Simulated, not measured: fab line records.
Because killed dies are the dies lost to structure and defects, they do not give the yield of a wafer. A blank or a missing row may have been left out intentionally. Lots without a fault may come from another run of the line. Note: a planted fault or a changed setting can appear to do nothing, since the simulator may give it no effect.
Which of the tools did it? || flow n5 finfet || 24 lots with 72 wafers sampled at 2 steps, on a route of 1938 steps

## WHAT THE GAUGES SHOWED, per wafer
N5_BEOL_M9_CD_MEAS_11 targets a cd of 64.1 nm. Usual: 64.2 nm for cd nm, sd 0.58.
{"lot": "L075", "measured": "day 9 16:41", "on": "cd sem-03", "cd nm (nm)": "64.1 64.0 64.8", "flag": ""}
{"lot": "L074", "measured": "day 10 01:28", "on": "cd sem-02", "cd nm (nm)": "65.3 64.4 64.2", "flag": ""}
{"lot": "L076", "measured": "day 10 02:35", "on": "cd sem-01", "cd nm (nm)": "63.8 64.3 65.1", "flag": ""}
{"lot": "L077", "measured": "day 10 18:47", "on": "cd sem-01", "cd nm (nm)": "64.4 63.8 64.9", "flag": ""}
{"lot": "L078", "measured": "day 10 22:46", "on": "cd sem-02", "cd nm (nm)": "63.7 63.3 63.8", "flag": ""}
{"lot": "L080", "measured": "day 11 05:18", "on": "cd sem-01", "cd nm (nm)": "64.3 64.3 62.8", "flag": ""}
{"lot": "L079", "measured": "day 11 07:01", "on": "cd sem-02", "cd nm (nm)": "64.1 63.6 63.8", "flag": ""}
{"lot": "L081", "measured": "day 11 12:58", "on": "cd sem-03", "cd nm (nm)": "64.4 64.7 64.3", "flag": ""}
{"lot": "L082", "measured": "day 12 01:43", "on": "cd sem-01", "cd nm (nm)": "64.2 64.2 63.1", "flag": ""}
{"lot": "L083", "measured": "day 12 11:40", "on": "cd sem-01", "cd nm (nm)": "64.7 63.9 63.9", "flag": ""}
{"lot": "L085", "measured": "day 12 11:56", "on": "cd sem-01", "cd nm (nm)": "65.8 64.8 63.9", "flag": ""}
{"lot": "L084", "measured": "day 12 12:07", "on": "cd sem-03", "cd nm (nm)": "63.9 64.3 64.0", "flag": ""}
{"lot": "L086", "measured": "day 12 13:27", "on": "cd sem-03", "cd nm (nm)": "63.0 64.5 64.3", "flag": ""}
{"lot": "L087", "measured": "day 12 17:05", "on": "cd sem-01", "cd nm (nm)": "63.8 63.0 63.9", "flag": ""}
{"lot": "L088", "measured": "day 13 00:47", "on": "cd sem-03", "cd nm (nm)": "64.5 64.5 64.6", "flag": ""}
{"lot": "L091", "measured": "day 14 01:47", "on": "cd sem-02", "cd nm (nm)": "64.5 64.3 64.2", "flag": ""}
{"lot": "L089", "measured": "day 14 06:32", "on": "cd sem-01", "cd nm (nm)": "63.5 63.8 63.5", "flag": ""}
{"lot": "L090", "measured": "day 14 06:47", "on": "cd sem-02", "cd nm (nm)": "64.5 64.8 64.3", "flag": ""}
{"lot": "L093", "measured": "day 14 10:06", "on": "cd sem-03", "cd nm (nm)": "64.2 63.4 63.5", "flag": ""}
{"lot": "L092", "measured": "day 14 13:17", "on": "cd sem-01", "cd nm (nm)": "65.2 64.9 64.6", "flag": ""}
{"lot": "L094", "measured": "day 15 05:01", "on": "cd sem-03", "cd nm (nm)": "65.3 64.7 64.9", "flag": ""}
{"lot": "L095", "measured": "day 15 06:20", "on": "cd sem-02", "cd nm (nm)": "64.1 64.0 64.2", "flag": ""}
{"lot": "L096", "measured": "day 15 12:13", "on": "cd sem-02", "cd nm (nm)": "64.9 64.1 63.8", "flag": ""}
{"lot": "L097", "measured": "day 15 15:10", "on": "cd sem-03", "cd nm (nm)": "64.1 64.3 64.5", "flag": ""}

N5_BEOL_M9_INSPECT_13: inspects for defects (brightfield). Usual: 383 for raw defect count, sd 89.
{"lot": "L075", "measured": "day 9 16:44", "on": "defect inspect-01", "raw defect count": "323 335 325", "flag": ""}
{"lot": "L074", "measured": "day 10 01:31", "on": "defect inspect-01", "raw defect count": "352 338 332", "flag": ""}
{"lot": "L076", "measured": "day 10 02:38", "on": "defect inspect-01", "raw defect count": "383 300 422", "flag": ""}
{"lot": "L077", "measured": "day 10 18:50", "on": "defect inspect-01", "raw defect count": "292 342 286", "flag": ""}
{"lot": "L078", "measured": "day 10 22:49", "on": "defect inspect-02", "raw defect count": "341 308 404", "flag": ""}
{"lot": "L080", "measured": "day 11 05:21", "on": "defect inspect-02", "raw defect count": "397 416 442", "flag": ""}
{"lot": "L079", "measured": "day 11 07:04", "on": "defect inspect-01", "raw defect count": "328 273 203", "flag": ""}
{"lot": "L081", "measured": "day 11 13:01", "on": "defect inspect-01", "raw defect count": "369 340 347", "flag": ""}
{"lot": "L082", "measured": "day 12 01:46", "on": "defect inspect-02", "raw defect count": "404 217 644", "flag": ""}
{"lot": "L083", "measured": "day 12 11:43", "on": "defect inspect-02", "raw defect count": "391 401 484", "flag": ""}
{"lot": "L085", "measured": "day 12 11:59", "on": "defect inspect-01", "raw defect count": "289 330 318", "flag": ""}
{"lot": "L084", "measured": "day 12 12:10", "on": "defect inspect-01", "raw defect count": "495 447 374", "flag": ""}
{"lot": "L086", "measured": "day 12 13:30", "on": "defect inspect-02", "raw defect count": "461 384 444", "flag": ""}
{"lot": "L087", "measured": "day 12 17:08", "on": "defect inspect-01", "raw defect count": "529 418 668", "flag": ""}
{"lot": "L088", "measured": "day 13 00:50", "on": "defect inspect-01", "raw defect count": "312 388 266", "flag": ""}
{"lot": "L091", "measured": "day 14 01:51", "on": "defect inspect-01", "raw defect count": "324 361 358", "flag": ""}
{"lot": "L089", "measured": "day 14 06:35", "on": "defect inspect-02", "raw defect count": "534 526 396", "flag": ""}
{"lot": "L090", "measured": "day 14 06:52", "on": "defect inspect-01", "raw defect count": "399 390 318", "flag": ""}
{"lot": "L093", "measured": "day 14 10:09", "on": "defect inspect-01", "raw defect count": "383 377 399", "flag": ""}
{"lot": "L092", "measured": "day 14 13:21", "on": "defect inspect-01", "raw defect count": "253 350 338", "flag": ""}
{"lot": "L094", "measured": "day 15 05:04", "on": "defect inspect-01", "raw defect count": "396 380 332", "flag": ""}
{"lot": "L095", "measured": "day 15 06:23", "on": "defect inspect-01", "raw defect count": "513 526 431", "flag": ""}
{"lot": "L096", "measured": "day 15 12:16", "on": "defect inspect-01", "raw defect count": "469 411 336", "flag": ""}
{"lot": "L097", "measured": "day 15 15:13", "on": "defect inspect-01", "raw defect count": "317 455 424", "flag": ""}

## WHICH TOOL RAN EACH LOT (tool, then ch and the chambers of the sampled wafers, then the start)
No process step before these readings appears in the record.

## WHAT THE TOOLS THEMSELVES READ (means of the sampled wafers that have a number; where no wafer has one, the mark that the record gives instead)
The record holds no such reading with a usual standard deviation.

## THE ANSWER, worked out from the rows above alone
Rule: take the mean of a lot's wafers that have a number; if it is more than 3 standard deviations from the usual mean, the lot is off. Also off: a lot with no number at a reading for which 4 or more lots have one. Any other lot the step has rows for is counted as sound. Order of review: gauges by route order, followed by the tools' own readings, for which a lot's mean as printed above is used. At the first step where some lot is off, the reading lying furthest off is the one used; lots without a number count as furthest.
Across all readings shown, no lot is off: no conclusion can be drawn from this.

## WHAT WAS PUT IN BY THE SIMULATOR
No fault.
